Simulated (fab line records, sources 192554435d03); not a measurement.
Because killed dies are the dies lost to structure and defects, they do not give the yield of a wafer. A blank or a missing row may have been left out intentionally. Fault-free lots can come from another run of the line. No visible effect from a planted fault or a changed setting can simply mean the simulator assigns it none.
Comparing a struck lot with a sound one || flow n5 finfet || 32 steps out of a route of 1938
Sound: these wafers, L495.2, L495.3, L495.6. Struck: wafers L500.2, L500.4, L500.6. Last of all comes the cause.
At each step with rows: each side's tool, then ch and its chambers, then its first start. Under that, the readings that differ: sound wafers || struck wafers || difference of the means || sigmas: that difference in standard deviations of wafers without a fault.
alike: same words and numbers on both sides, and readings whose means sit less than 2 such deviations apart. not compared: any withheld reading, any reading some wafer has no value for, any bound like >300 that may hide the same value, and any number with overlapping values for which the record gives no deviation.
Wherever a step has rows on one side only, a row that says differs or no value, or a row with sigmas, the two part there. Numbers that have no deviation but don't overlap get no sigmas and don't part them. Lack of a reading on every wafer of one side parts them only where that side has two or more wafers.

first, 9 steps without rows for these wafers: N5_BEOL_M8_DESCUM_33 (chemistry O2, time 7 s); N5_BEOL_M8_ETCH_72 (etches underlayer in N2/H2, target depth 6.5 nm, time 5.2 s); N5_BEOL_M8_ETCH_65 (etches SiARC in CF4, target depth 15.6 nm, time 26 s); N5_BEOL_M8_ETCH_66 (etches SOC in N2/H2, target depth 80 nm, overetch 16 nm, time 120 s); N5_BEOL_M8_STRIP_69 (strips in N2/H2); N5_BEOL_M8_STRIP_73 (strips in N2/H2); N5_BEOL_M8_VIA_ETCH_34 (etches SiCOH lowk in C4F6/O2, target depth 125.5 nm, time 50.5 s); N5_BEOL_M8_STRIP_76 (strips in C4F6/O2); N5_BEOL_M8_STRIP_36 (strips in N2/H2).
N5_BEOL_M8_TRENCH_ETCH_37: etches SiCOH lowk in C4F6/O2, target depth 93.478 nm, time 31.2 s.
  sound on rie diel-01 ch 0,1,3, day 11 11:55; struck on rie diel-01 ch 0,2, day 13 22:02
{"reading": "oes_f_703_au (a.u.)", "sound": "0.88 0.83 0.70", "struck": "1.01 1.04 1.05", "difference": "+0.23", "sigmas": "+3"}
{"reading": "rf fwd power W (W)", "sound": "341.8 343.0 342.8", "struck": "424.7 424.3 425.0", "difference": "+82.1", "sigmas": "+43"}
{"reading": "rf vpp V (V)", "sound": "643 667 666", "struck": "584 598 599", "difference": -65, "sigmas": -4}
{"reading": "model.BEOL_M8.feature depth nm (nm)", "sound": "95.4 92.4 91.4", "struck": "99.2 100.6 102", "difference": "+7.5", "sigmas": ""}
{"reading": "model.etch.depth nm (nm)", "sound": "95.32 92.41 91.5", "struck": "99.23 100.6 102", "difference": "+7.53", "sigmas": ""}
  alike: chamber pressure mTorr, drypump motor current A, oes product au, showerhead plenum p Torr, throttle valve pct
  not compared: rf hours counter h
then, 2 steps without rows for these wafers: N5_BEOL_M8_ETCH_41 (etches SiCN in CH3F/O2, target depth 31.9 nm, time 57.8 s); N5_BEOL_M8_STRIP_80 (strips in N2/H2, time 10 s).
N5_BEOL_M8_OCD_MEAS_38:
  sound: ocd-01 at day 11 12:04; struck: ocd-01 at day 13 22:11
{"reading": "trench depth nm (nm)", "sound": "95.6 92.7 90.7", "struck": "99.5 100.8 101.7", "difference": "+7.7", "sigmas": "+4"}
then, 13 steps without rows for these wafers: N5_BEOL_M8_HM_STRIP_39 (strips TiN in peroxide tin strip, target depth 25 nm, time 158 s); N5_BEOL_M8_SRD_40 (time 30 s); N5_BEOL_M8_PRECLEAN_42 (cleans in residue remover, time 60 s); N5_BEOL_M8_SRD_43 (time 30 s); N5_BEOL_M8_CURE_75 (cures SiCOH lowk, time 120 s); N5_BEOL_M8_DEGAS_44 (time 60 s); N5_BEOL_M8_PRE_CLEAN_45 (time 30 s); N5_BEOL_M8_ALD_77 (deposits TaN, target thk 2 nm, pulse time 2 s, purge time 3 s); N5_BEOL_M8_SURFACE_TREAT_79; N5_BEOL_M8_CVD_78 (deposits Co from CCTBA/H2, target thk 2 nm, time 142.3 s); N5_BEOL_M8_SPUTTER_48 (material Cu, target thk 10 nm, time 1.667 s); N5_BEOL_M8_ECD_50 (material Cu, target thk 300 nm); N5_BEOL_M8_ANNEAL_51 (time 90 s).
N5_BEOL_M8_CMP_52: polishes, stops on SiCOH lowk, t overpolish 6.9 s, target thk 80 nm.
  sound on cmp-01 ch 0,1,3, day 11 14:41; struck on cmp-01 ch 1,3, day 14 01:50
{"reading": "model.Cu_of_BEOL_M8_ECD_50.thk nm (nm)", "sound": "80.6 79.2 77.8", "struck": "86.2 87.2 87.6", "difference": "+7.8", "sigmas": ""}
  alike: barrier field endpoint s, edge zone pressure frac, motor current A, overpolish run s, time to endpoint s
N5_BEOL_M8_THK_MEAS_53: measures by xrf.
  sound: film metro-02 at day 11 14:59; struck: film metro-01 at day 14 02:05
{"reading": "M8_THK (nm)", "sound": "79.8 78.1 77.0", "struck": "84.1 85.4 85.4", "difference": "+6.7", "sigmas": "+3"}
then, 2 steps without rows for these wafers: N5_BEOL_M8_PRE_CLEAN_55 (time 15 s); N5_BEOL_M8_DEP_56 (deposits SiCN from 3MS/NH3, target thk 10 nm, time 17.5 s).
N5_BEOL_M8_RS_MEAS_57: the measuring method here is four-point-probe.
  sound: film metro-01 at day 11 15:07; struck: film metro-02 at day 14 02:13
{"reading": "M8_RS (ohm/sq)", "sound": "0.283 0.290 0.296", "struck": "0.262 0.259 0.258", "difference": -0.030, "sigmas": -3}
-- a jump in the record: the struck wafers' starts before and after are 3 days apart (it breaks off in module BEOL_M8 and resumes in module PASSIVATION, where the first step shown is number 1936 of the route) --
N5_PASSIVATION_PROBE_49:
  the record has rows for the struck wafers here (prober-02, day 16 18:37) and none for the sound ones

WHERE THEY PART
At N5_BEOL_M8_TRENCH_ETCH_37 first; at N5_PASSIVATION_PROBE_49 last (within this record only).

WHY: the cause the simulator had injected
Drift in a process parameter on rie diel-01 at N5_BEOL_M8_TRENCH_ETCH_37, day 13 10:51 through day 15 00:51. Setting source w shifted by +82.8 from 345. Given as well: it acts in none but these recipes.
